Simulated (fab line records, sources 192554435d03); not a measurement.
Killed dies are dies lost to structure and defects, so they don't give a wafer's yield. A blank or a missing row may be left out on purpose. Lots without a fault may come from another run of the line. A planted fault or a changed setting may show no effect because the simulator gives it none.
One fault seen from 2 desks | flow n5_finfet | each desk has only its own numbers; what lay behind them comes last
Where a reading is given only as a bound, like >300, the bound stands for it, and a mean or a difference that rests on one is marked > or <: the true number lies beyond.

THE DEFECT DESK
What the inspections along the route counted, lot by lot: means of the sampled wafers that have a number. A lot is out of limits, marked OUT, if its mean lies more than 4 standard deviations from the usual mean; the brackets give that distance.
Columns: A = raw_defect_count at N5_BEOL_M0_SAQP_INSPECT_42, usual 263; B = raw_defect_count at N5_BEOL_M0_CUTY_INSPECT_59, usual 2.1
lot  | first seen here | A   | B
L948 | day 5 19:39     | 337 | 2.3
L953 | day 6 18:03     | 306 | >101 (>+70) OUT
L954 | day 7 05:35     | 414 | >102 (>+71) OUT
L971 | day 11 09:26    | 204 | 0.7
This desk's finding: out of limits on L953, L954; first on L953, day 6 19:29 (raw_defect_count at N5_BEOL_M0_CUTY_INSPECT_59). In limits: L948, L971.

THE METROLOGY DESK
What the gauges read, lot by lot, whatever tool the lot ran on: means of the sampled wafers that have a number. A lot is out of limits, marked OUT, if its mean lies more than 4 standard deviations from the usual mean; the brackets give that distance. Of its 10 readings 7 are shown: those that lie furthest out on some lot.
Columns: A = DIBL_N at N5_BEOL_M4_RC_MEAS_101, usual 36.5 mV/V; B = DIBL_P at N5_BEOL_M4_RC_MEAS_101, usual 36.3 mV/V; C = IOFF_N at N5_BEOL_M4_RC_MEAS_101, usual 0.16 nA/um; D = IOFF_P at N5_BEOL_M4_RC_MEAS_101, usual 0.21 nA/um; E = ION_N at N5_BEOL_M4_RC_MEAS_101, usual 676 uA/um; F = SS_P at N5_BEOL_M4_RC_MEAS_101, usual 73.3 mV/dec; G = VT_N at N5_BEOL_M4_RC_MEAS_101, usual 249 mV
lot  | first seen here | A    | B    | C    | D    | E   | F    | G
L948 | day 8 07:57     | 36.2 | 36.1 | 0.17 | 0.21 | 679 | 73.4 | 248
L953 | day 9 10:05     | 38.6 | 37.7 | 0.21 | 0.26 | 685 | 74.2 | 247
L954 | day 9 13:59     | 35.9 | 33.6 | 0.13 | 0.18 | 663 | 72.5 | 254
L971 | day 13 22:19    | 37.2 | 36.7 | 0.17 | 0.23 | 681 | 73.1 | 247
This desk's finding: nothing out of limits on any of the 4 lots.

PUT TOGETHER
The defect desk could have raised an alarm at day 6 19:29, on L953, L954.
The metrology desk saw nothing out of limits.
The metrology desk has L953, L954 on record, within its limits.
Of the lots named, all ran N5_BEOL_M0_SAQP_STRIP_115 on wet_bench-02.

WHAT THE SIMULATOR HAD PUT IN
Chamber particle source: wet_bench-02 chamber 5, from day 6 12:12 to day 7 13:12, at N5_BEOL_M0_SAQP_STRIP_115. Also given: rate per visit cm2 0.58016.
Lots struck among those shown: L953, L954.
Hours from the fault's start to each desk's first reading out of limits: the defect desk, 7.
